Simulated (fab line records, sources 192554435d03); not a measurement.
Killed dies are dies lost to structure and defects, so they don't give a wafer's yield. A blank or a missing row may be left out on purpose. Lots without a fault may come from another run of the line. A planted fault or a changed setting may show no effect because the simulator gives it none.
Which tool did it? | flow n5_finfet | 10 lots, 30 wafers sampled, at 5 steps of a route of 1938

WHAT THE GAUGES READ, wafer by wafer
N5_BEOL_M2_THK_MEAS_01. Usual: M2_ILD_THK 79.7 nm, standard deviation 1.2.
lot  | measured     | on            | M2_ILD_THK (nm) | flag
L938 | day 6 07:25  | film_metro-02 | 79.6 79.9 80.8  |
L941 | day 7 10:25  | film_metro-01 | 76.0 76.7 77.6  |
L944 | day 8 11:47  | film_metro-01 | 79.7 79.7 78.9  |
L946 | day 8 15:17  | film_metro-02 | 78.5 78.2 78.9  |
L947 | day 8 18:26  | film_metro-02 | 78.8 80.8 79.8  |
L948 | day 9 04:18  | film_metro-01 | 79.1 81.1 79.9  |
L954 | day 10 08:57 | film_metro-02 | 78.4 80.8 80.7  |
L957 | day 11 01:39 | film_metro-02 | 80.0 80.7 81.5  |
L955 | day 11 09:47 | film_metro-01 | 78.8 80.7 80.2  |
L961 | day 12 06:35 | film_metro-01 | 79.0 80.3 80.7  |

N5_BEOL_M2_OVL_MEAS_29. Usual: V1_OVL 0.4 nm, standard deviation 0.77.
lot  | measured     | on         | V1_OVL (nm)    | flag
L938 | day 6 11:17  | overlay-01 | -1.1 0.5 0.5   |
L941 | day 7 15:02  | overlay-01 | 0.9 -0.2 0.2   |
L944 | day 8 14:12  | overlay-01 | -0.7 -0.8 -0.5 |
L946 | day 8 18:45  | overlay-01 | 0.8 -0.8 -0.2  |
L947 | day 8 22:03  | overlay-02 | 0.8 0.3 -0.3   |
L948 | day 9 06:39  | overlay-02 | 1.2 0.5 1.3    |
L954 | day 10 12:52 | overlay-02 | 0.9 0.9 1.0    |
L957 | day 11 03:30 | overlay-02 | -1.1 -0.7 0.9  |
L955 | day 11 11:58 | overlay-02 | 0.7 0.2 -0.3   |
L961 | day 12 08:29 | overlay-02 | -0.6 -0.9 -0.1 |

N5_BEOL_M4_RC_MEAS_101. Usual: DIBL_N 36.0 mV/V, standard deviation 2; DIBL_P 36.2 mV/V, standard deviation 2.2; IOFF_N 0.16 nA/um, standard deviation 0.034; IOFF_P 0.21 nA/um, standard deviation 0.04; ION_N 675 uA/um, standard deviation 12; ION_P 463 uA/um, standard deviation 7.2; SS_N 71.6 mV/dec, standard deviation 0.6; SS_P 73.3 mV/dec, standard deviation 0.67; VT_N 250 mV, standard deviation 3; VT_P -251 mV, standard deviation 3.4.
lot  | measured     | on        | DIBL_N (mV/V)  | DIBL_P (mV/V)  | IOFF_N (nA/um) | IOFF_P (nA/um) | ION_N (uA/um) | ION_P (uA/um) | SS_N (mV/dec)  | SS_P (mV/dec)  | VT_N (mV)   | VT_P (mV)      | flag
L938 | day 8 01:43  | prober-02 | 37.7 35.6 35.6 | 36.6 34.6 34.4 | 0.17 0.12 0.14 | 0.21 0.18 0.18 | 670 662 650   | 452 457 451   | 72.3 72.2 71.8 | 74.3 73.1 73.6 | 251 253 250 | -252 -255 -256 |
L941 | day 9 01:07  | prober-02 | 36.7 34.7 35.8 | 38.3 36.3 37.5 | 0.18 0.15 0.16 | 0.23 0.20 0.21 | 680 669 669   | 465 461 460   | 71.9 71.4 71.4 | 72.7 72.7 72.5 | 249 251 248 | -249 -252 -252 |
L944 | day 10 01:47 | prober-02 | 35.0 35.8 33.0 | 36.6 36.6 33.8 | 0.15 0.16 0.13 | 0.19 0.18 0.15 | 669 675 671   | 457 455 454   | 71.6 72.2 70.9 | 72.8 73.2 72.9 | 250 249 252 | -255 -254 -257 |
L946 | day 10 05:44 | prober-01 | 36.0 38.7 37.0 | 34.2 37.7 36.6 | 0.13 0.18 0.14 | 0.16 0.20 0.19 | 669 673 679   | 453 453 460   | 71.8 72.5 72.0 | 73.8 73.7 73.5 | 254 253 252 | -255 -253 -254 |
L947 | day 10 11:44 | prober-01 | 34.5 34.3 34.4 | 35.0 34.6 34.0 | 0.14 0.13 0.13 | 0.21 0.20 0.18 | 673 668 670   | 467 465 460   | 70.8 70.4 71.1 | 72.9 72.5 72.6 | 249 252 252 | -248 -251 -251 |
L948 | day 10 18:38 | prober-02 | 35.9 36.1 36.6 | 37.2 37.2 37.4 | 0.18 0.19 0.19 | 0.21 0.22 0.22 | 686 687 688   | 464 464 462   | 71.9 71.7 72.1 | 73.5 73.9 73.7 | 248 248 248 | -253 -251 -252 |
L954 | day 12 05:36 | prober-01 | 37.9 37.9 36.9 | 38.1 37.8 36.9 | 0.19 0.19 0.17 | 0.26 0.26 0.23 | 691 697 681   | 474 472 464   | 72.3 72.0 71.6 | 73.6 73.1 73.2 | 248 245 248 | -245 -245 -249 |
L957 | day 12 11:17 | prober-02 | 35.3 39.6 34.0 | 36.7 39.8 33.5 | 0.16 0.24 0.14 | 0.24 0.31 0.20 | 681 696 660   | 470 475 460   | 71.8 73.1 71.3 | 73.5 74.0 72.9 | 248 248 251 | -247 -246 -250 |
L955 | day 12 15:52 | prober-02 | 34.0 35.0 33.0 | 35.0 35.1 33.5 | 0.12 0.13 0.11 | 0.19 0.19 0.17 | 664 669 653   | 466 453 459   | 70.8 71.7 70.2 | 73.1 73.5 72.1 | 256 253 256 | -253 -253 -252 |
L961 | day 14 05:08 | prober-01 | 34.0 35.2 35.9 | 33.6 34.5 34.8 | 0.12 0.14 0.15 | 0.18 0.19 0.19 | 669 666 673   | 459 456 456   | 71.1 71.7 71.7 | 73.0 73.5 72.7 | 253 252 250 | -252 -254 -253 |

WHICH TOOL RAN EACH LOT (tool, then ch and the chambers of the sampled wafers, then the start)
lot  | N5_BEOL_M2_COAT_22                | N5_BEOL_M2_DESCUM_33
L938 | litho_track-01 ch 0, day 6 10:58  | rie_diel-02 ch 1,3, day 6 11:22
L941 | litho_track-01 ch 0, day 7 14:37  | rie_diel-02 ch 0,3, day 7 15:08
L944 | litho_track-01 ch 0, day 8 13:46  | rie_diel-01 ch 0,2,3, day 8 14:17
L946 | litho_track-04 ch 0, day 8 18:18  | rie_diel-02 ch 0,1, day 8 18:50
L947 | litho_track-01 ch 0, day 8 21:37  | rie_diel-02 ch 0,1,2, day 8 22:08
L948 | litho_track-04 ch 0, day 9 06:20  | rie_diel-04 ch 0,2, day 9 06:44
L954 | litho_track-01 ch 0, day 10 12:25 | rie_diel-02 ch 0,3, day 10 12:56
L957 | litho_track-01 ch 0, day 11 03:03 | rie_diel-01 ch 0,2, day 11 03:47
L955 | litho_track-04 ch 0, day 11 11:39 | rie_diel-01 ch 0,1,3, day 11 12:05
L961 | litho_track-02 ch 0, day 12 08:04 | rie_diel-04 ch 1,2, day 12 08:35
- N5_BEOL_M2_COAT_22: resist thk 30 nm.
- N5_BEOL_M2_DESCUM_33: chemistry O2, time 7 s.

WHAT THE TOOLS THEMSELVES READ (means of the sampled wafers that have a number; where no wafer has one, the mark that the record gives instead)
N5_BEOL_M2_COAT_22. Usual: spin_speed_rpm 1500.2 rpm, standard deviation 1.4.
lot  | tool           | spin_speed_rpm (rpm) | flag
L938 | litho_track-01 | 1499.8               |
L941 | litho_track-01 | 1501.7               |
L944 | litho_track-01 | 1501.6               |
L946 | litho_track-04 | 1501.1               |
L947 | litho_track-01 | 1499.2               |
L948 | litho_track-04 | 1499.6               |
L954 | litho_track-01 | 1568.6               | OFF
L957 | litho_track-01 | 1569.8               | OFF
L955 | litho_track-04 | 1501.2               |
L961 | litho_track-02 | 1500.3               |

N5_BEOL_M2_DESCUM_33. Usual: drypump_motor_current_A 5.7 A, standard deviation 0.47; oes_product_au 0.80 a.u., standard deviation 0.062; rf_vpp_V 243.1 V, standard deviation 1.5; showerhead_plenum_p_Torr 2.07 Torr, standard deviation 0.074; temp_c 39.99 C, standard deviation 0.12; throttle_valve_pct 20.35 %, standard deviation 0.12.
lot  | tool        | drypump_motor_current_A (A) | oes_product_au (a.u.) | rf_vpp_V (V) | showerhead_plenum_p_Torr (Torr) | temp_c (C) | throttle_valve_pct (%) | flag
L938 | rie_diel-02 | 6.0                         | 0.77                  | 244.5        | 2.13                            | 39.99      | 20.20                  |
L941 | rie_diel-02 | 5.7                         | 0.75                  | 243.8        | 2.16                            | 40.02      | 20.21                  |
L944 | rie_diel-01 | 6.0                         | 0.79                  | 242.0        | 2.05                            | 39.85      | 20.39                  |
L946 | rie_diel-02 | 5.8                         | 0.74                  | 242.5        | 2.01                            | 40.07      | 20.41                  |
L947 | rie_diel-02 | 5.7                         | 0.77                  | 242.5        | 2.02                            | 39.99      | 20.40                  |
L948 | rie_diel-04 | 5.2                         | 0.87                  | 243.7        | 2.09                            | 40.09      | 20.17                  |
L954 | rie_diel-02 | 5.4                         | 0.70                  | 243.4        | 2.10                            | 40.04      | 20.33                  |
L957 | rie_diel-01 | 5.8                         | 0.77                  | 242.7        | 2.07                            | 40.02      | 20.44                  |
L955 | rie_diel-01 | 5.8                         | 0.82                  | 242.9        | 2.09                            | 39.93      | 20.44                  |
L961 | rie_diel-04 | 5.1                         | 0.77                  | 242.5        | 2.04                            | 39.89      | 20.42                  |

THE ANSWER, worked out from the rows above alone
Rule: a lot is off if the mean of its wafers that have a number lies more than 3 standard deviations from the usual mean. A lot without any number at a reading at which 4 lots or more have one is off too. The other lots that the step has rows for count as sound. The gauges are gone through in route order, then the tools' own readings, and for those a lot's mean is taken as printed above. The first step at which some lot is off is used, and at that step the reading that is off furthest; a lot without a number counts as furthest.
Off: L954, L957, at N5_BEOL_M2_COAT_22 (spin_speed_rpm).
A tool fits if, at that step or a process step before it, it ran every lot that is off, and no sound lot after the first of them. One fits: litho_track-01 at N5_BEOL_M2_COAT_22. Its last sound lot is L947 (day 8 21:37), its first lot that is off L954 (day 10 12:25): a fault that began between those two fits.
The tool's own readings at N5_BEOL_M2_COAT_22 bear it out: on the lots that are off they differ by more than 5 times the standard deviation of the sound lots' means. spin_speed_rpm reads 1569.2 rpm there against 1500.6 rpm on the sound lots.

WHAT THE SIMULATOR HAD PUT IN
Process parameter drift: litho_track-01, from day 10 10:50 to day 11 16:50, at N5_BEOL_M2_COAT_22. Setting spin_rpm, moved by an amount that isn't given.
Lots struck among those shown: L954, L957. The rule above found the same.
